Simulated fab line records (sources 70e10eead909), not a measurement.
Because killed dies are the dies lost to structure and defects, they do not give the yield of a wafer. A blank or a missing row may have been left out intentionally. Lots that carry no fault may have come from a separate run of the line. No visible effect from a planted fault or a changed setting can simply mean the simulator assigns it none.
Which of the tools did it?    flow nand_harc    Sampling: 12 lots, 36 wafers, 4 of 1302 route steps

== WHAT THE GAUGES SHOWED, per wafer ==
The record holds no reading of a measuring or inspecting step that can be judged against a usual standard deviation.

== WHAT TOOL EACH LOT RAN ON (gives the tool, then ch and the chambers of the sampled wafers, and finally the start) ==
lot   NHARC_A_CHANNEL_HOLE_D1_DEP_01   NHARC_A_CHANNEL_HOLE_D1_SOFTBAKE_05  NHARC_A_CHANNEL_HOLE_D1_DESCUM_15   NHARC_A_CHANNEL_HOLE_D1_ETCH_39
L521  pecvd-04 ch 1,2, day 8 17:26     litho_track-01 ch 0, day 8 17:00     rie_diel-06 ch 2,3, day 8 18:14     rie_diel-06 ch 1,2, no start
L523  pecvd-02 ch 0,1,2, day 9 01:05   litho_track-06 ch 0, day 9 01:00     rie_diel-06 ch 0,1,2, day 9 01:52   rie_diel-06 ch 0,2,3, no start
L525  pecvd-02 ch 1,2, day 10 08:23    litho_track-06 ch 0, day 10 08:00    rie_diel-06 ch 0,2, day 10 09:18    rie_diel-06 ch 0,1,3, no start
L526  pecvd-03 ch 0,2, day 10 23:33    litho_track-06 ch 0, day 10 23:00    rie_diel-06 ch 1,3, day 11 00:28    rie_diel-06 ch 0,3, no start
L528  pecvd-04 ch 0,1, day 11 00:01    litho_track-06 ch 0, day 11 00:00    rie_diel-07 ch 0,1,2, day 11 00:55  rie_diel-07 ch 0,2,3, no start
L529  pecvd-02 ch 0,1,2, day 11 21:14  litho_track-04 ch 0, day 11 21:00    rie_diel-06 ch 0,1,3, day 11 22:11  rie_diel-06 ch 2,3, no start
L530  pecvd-03 ch 0,1,2, day 12 07:41  litho_track-01 ch 0, day 12 07:00    rie_diel-06 ch 0,1,2, day 12 08:26  rie_diel-06 ch 0,1,3, no start
L531  pecvd-02 ch 0,2, day 12 07:46    litho_track-04 ch 0, day 12 08:00    rie_diel-11 ch 0,1,2, day 12 08:41  rie_diel-11 ch 0,1,3, no start
L532  pecvd-03 ch 0,1, day 12 20:48    litho_track-06 ch 0, day 12 21:00    rie_diel-11 ch 0,1,3, day 12 21:40  rie_diel-11 ch 0,2,3, no start
L533  pecvd-02 ch 0,1,2, day 13 06:08  litho_track-01 ch 0, day 13 06:00    rie_diel-11 ch 1,2, day 13 07:03    rie_diel-11 ch 1,2,3, no start
L537  pecvd-03 ch 0,1,2, day 15 08:49  litho_track-01 ch 0, day 15 09:00    rie_diel-11 ch 0,3, day 15 09:41    rie_diel-11 ch 0,2,3, no start
L539  pecvd-02 ch 1,2, day 15 14:44    litho_track-01 ch 0, day 15 15:00    rie_diel-06 ch 0,2,3, day 15 15:46  rie_diel-06 ch 0,1,2, no start
- NHARC_A_CHANNEL_HOLE_D1_DEP_01: deposits SiON, target thk 140 nm.
- NHARC_A_CHANNEL_HOLE_D1_SOFTBAKE_05: time 55 s.
- NHARC_A_CHANNEL_HOLE_D1_DESCUM_15: chemistry O2, time 3 s.
- NHARC_A_CHANNEL_HOLE_D1_ETCH_39: etches the open film in N2/H2, target depth 260 nm, time 325 s.

== AS READ BY THE TOOLS THEMSELVES (means over the sampled wafers that have a number; for cases with no such wafer, the mark the record gives instead) ==
NHARC_A_CHANNEL_HOLE_D1_DEP_01. Usual: heater_power_w 738 W, standard deviation 66; susceptor_temp_C 399.99 C, standard deviation 0.23.
lot   tool      heater_power_w (W)  susceptor_temp_C (C)  flag
L521  pecvd-04  704                 400.17                
L523  pecvd-02  761                 399.91                
L525  pecvd-02  751                 400.05                
L526  pecvd-03  773                 399.74                
L528  pecvd-04  814                 400.07                
L529  pecvd-02  699                 399.96                
L530  pecvd-03  722                 400.19                
L531  pecvd-02  755                 400.11                
L532  pecvd-03  701                 399.92                
L533  pecvd-02  675                 399.99                
L537  pecvd-03  685                 400.08                
L539  pecvd-02  803                 400.12                

NHARC_A_CHANNEL_HOLE_D1_SOFTBAKE_05. Usual: heater_power_total_W 188.47 W, standard deviation 0.14.
lot   tool            heater_power_total_W (W)  flag
L521  litho_track-01  188.37                    
L523  litho_track-06  188.42                    
L525  litho_track-06  188.34                    
L526  litho_track-06  188.54                    
L528  litho_track-06  188.57                    
L529  litho_track-04  188.37                    
L530  litho_track-01  188.49                    
L531  litho_track-04  188.37                    
L532  litho_track-06  188.60                    
L533  litho_track-01  188.44                    
L537  litho_track-01  192.10                    OFF
L539  litho_track-01  191.88                    OFF

NHARC_A_CHANNEL_HOLE_D1_DESCUM_15. Usual: drypump_motor_current_A 5.8 A, standard deviation 0.64; oes_product_au 1.003 a.u., standard deviation 0.0069; rf_vpp_V 57.6 V, standard deviation 0.87; showerhead_plenum_p_Torr 1.86 Torr, standard deviation 0.092; throttle_valve_pct 11.311 %, standard deviation 0.0093.
lot   tool         drypump_motor_current_A (A)  oes_product_au (a.u.)  rf_vpp_V (V)  showerhead_plenum_p_Torr (Torr)  throttle_valve_pct (%)  flag
L521  rie_diel-06  6.4                          1.009                  58.5          1.95                             11.323                  
L523  rie_diel-06  5.7                          0.997                  58.3          1.87                             11.315                  
L525  rie_diel-06  5.8                          1.002                  57.5          1.94                             11.303                  
L526  rie_diel-06  6.2                          1.007                  57.6          1.81                             11.307                  
L528  rie_diel-07  6.1                          0.999                  58.2          1.86                             11.316                  
L529  rie_diel-06  5.8                          1.006                  58.2          1.83                             11.317                  
L530  rie_diel-06  5.7                          1.002                  56.5          1.86                             11.313                  
L531  rie_diel-11  5.7                          0.999                  57.3          1.89                             11.306                  
L532  rie_diel-11  5.3                          1.003                  57.1          1.81                             11.313                  
L533  rie_diel-11  6.3                          1.003                  58.4          1.94                             11.308                  
L537  rie_diel-11  5.0                          1.013                  57.0          1.83                             11.316                  
L539  rie_diel-06  5.9                          1.007                  57.6          1.89                             11.304                  

NHARC_A_CHANNEL_HOLE_D1_ETCH_39. Usual: drypump_motor_current_A 5.8 A, standard deviation 0.65; h2_flow_sccm 150.0 sccm, standard deviation 0.41; oes_product_au 1.002 a.u., standard deviation 0.0076; rf_vpp_V 429.0 V, standard deviation 2.9; showerhead_plenum_p_Torr 1.99 Torr, standard deviation 0.097; throttle_valve_pct 14.173 %, standard deviation 0.0094.
lot   tool         drypump_motor_current_A (A)  h2_flow_sccm (sccm)  oes_product_au (a.u.)  rf_vpp_V (V)  showerhead_plenum_p_Torr (Torr)  throttle_valve_pct (%)  flag
L521  rie_diel-06  6.0                          149.7                1.009                  428.2         1.97                             14.167                  
L523  rie_diel-06  5.9                          150.1                0.998                  430.6         2.03                             14.172                  
L525  rie_diel-06  5.8                          150.2                0.999                  427.6         1.95                             14.165                  
L526  rie_diel-06  6.1                          149.8                1.007                  427.9         1.98                             14.174                  
L528  rie_diel-07  6.2                          149.9                1.000                  427.2         1.93                             14.167                  
L529  rie_diel-06  6.4                          149.8                1.003                  431.6         2.08                             14.166                  
L530  rie_diel-06  5.8                          150.1                1.002                  428.2         1.94                             14.173                  
L531  rie_diel-11  5.3                          150.0                0.995                  427.0         1.93                             14.184                  
L532  rie_diel-11  5.6                          149.8                1.003                  430.1         2.01                             14.180                  
L533  rie_diel-11  5.9                          150.1                0.997                  429.0         1.99                             14.173                  
L537  rie_diel-11  5.6                          149.9                0.992                  429.9         2.01                             14.173                  
L539  rie_diel-06  5.7                          150.0                1.005                  432.6         2.09                             14.165                  

== THE ANSWER, worked out from the rows above alone ==
Rule: lot off if the mean of its wafers having a number is beyond 3 standard deviations from the usual mean. A lot without any number at a reading at which 4 lots or more have one is off too. All remaining lots with rows at the step are treated as sound. After the gauges, taken in route order, come the tools' own readings; for these a lot's mean is taken, as printed above. At the first step where some lot is off, the reading lying furthest off is the one used; lots without a number count as furthest.
Off: L537, L539 (NHARC_A_CHANNEL_HOLE_D1_SOFTBAKE_05, heater_power_total_W).
If a tool, at that step or one of the process steps before it, ran each lot that is off and ran no sound lot following the first of them, it fits. One fits: NHARC_A_CHANNEL_HOLE_D1_SOFTBAKE_05 on litho_track-01. A fault onset in the window from L533 (day 13 06:00, its last sound lot) to L537 (day 15 09:00, its first lot off) fits.
The tool's own readings at NHARC_A_CHANNEL_HOLE_D1_SOFTBAKE_05 bear it out: on the lots that are off they differ by more than 5 times the standard deviation of the sound lots' means. heater_power_total_W reads 191.99 W there against 188.45 W on the sound lots.

== WHAT THE SIMULATOR HAD PUT IN ==
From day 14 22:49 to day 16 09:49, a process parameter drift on litho_track-01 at NHARC_A_CHANNEL_HOLE_D1_SOFTBAKE_05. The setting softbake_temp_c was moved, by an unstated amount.
Shown lots that were struck: L537, L539. The rule given above showed the same thing.
